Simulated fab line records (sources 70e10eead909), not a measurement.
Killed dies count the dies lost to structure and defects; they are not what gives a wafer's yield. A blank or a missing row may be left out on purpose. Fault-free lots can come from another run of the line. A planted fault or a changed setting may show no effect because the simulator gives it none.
Chamber matching / flow nandHarc / rieSi-01 running NHARC_P_STI_ETCH_15: 4 sister chambers
The step etches the open film in HBr/Cl2, target depth 300 nm, time 100.1 s. 8 wafers are shown with their chamber, then 7 later ones without.

== WAFERS WITH THEIR CHAMBER ==
wafer=L123.1; chamber=2; drypumpMotorCurrentA (A)=4.6; throttleValvePct (%)=26.409
wafer=L124.3; chamber=1; drypumpMotorCurrentA (A)=5.9; throttleValvePct (%)=26.412
wafer=L124.4; chamber=0; drypumpMotorCurrentA (A)=5.8; throttleValvePct (%)=26.389
wafer=L127.1; chamber=0; drypumpMotorCurrentA (A)=5.8; throttleValvePct (%)=26.393
wafer=L127.3; chamber=3; drypumpMotorCurrentA (A)=5.1; throttleValvePct (%)=26.423
wafer=L127.4; chamber=1; drypumpMotorCurrentA (A)=6.0; throttleValvePct (%)=26.385
wafer=L129.1; chamber=3; drypumpMotorCurrentA (A)=5.1; throttleValvePct (%)=26.428
wafer=L129.4; chamber=2; drypumpMotorCurrentA (A)=4.6; throttleValvePct (%)=26.415

== WAFERS WITHOUT THEIR CHAMBER ==
wafer=L129.6; drypumpMotorCurrentA (A)=5.8; throttleValvePct (%)=26.403
wafer=L132.3; drypumpMotorCurrentA (A)=5.1; throttleValvePct (%)=26.395
wafer=L132.4; drypumpMotorCurrentA (A)=4.6; throttleValvePct (%)=26.398
wafer=L132.6; drypumpMotorCurrentA (A)=5.9; throttleValvePct (%)=26.410
wafer=L134.2; drypumpMotorCurrentA (A)=4.6; throttleValvePct (%)=26.410
wafer=L134.4; drypumpMotorCurrentA (A)=5.9; throttleValvePct (%)=26.391
wafer=L134.5; drypumpMotorCurrentA (A)=5.8; throttleValvePct (%)=26.410

== WHICH CHAMBER EACH WENT THROUGH ==
wafer=L129.6; from the rows above=0; in truth=0
wafer=L132.3; from the rows above=3; in truth=3
wafer=L132.4; from the rows above=2; in truth=2
wafer=L132.6; from the rows above=can't be placed: 1 or 0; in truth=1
wafer=L134.2; from the rows above=2; in truth=2
wafer=L134.4; from the rows above=can't be placed: 1 or 0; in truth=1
wafer=L134.5; from the rows above=0; in truth=0
Placed correctly: 5 of 7. Unplaceable from these rows: 2, with the true chamber sitting among the candidates in 2. 0 placed wrongly.
How it was worked out, from the rows above alone: a wafer's distance from a chamber is the root of the sum, over the readings, of the square of ((its reading less the chamber's mean) divided by the reading's scatter). If the next closest chamber is less than 2 further off than the closest, the wafer can't be placed; otherwise it belongs to the closest. Each chamber's mean is taken over the wafers shown for it. The scatter: the root of (the sum of the squares of (reading less its chamber's mean) over the shown wafers, divided by (wafers less chambers)).
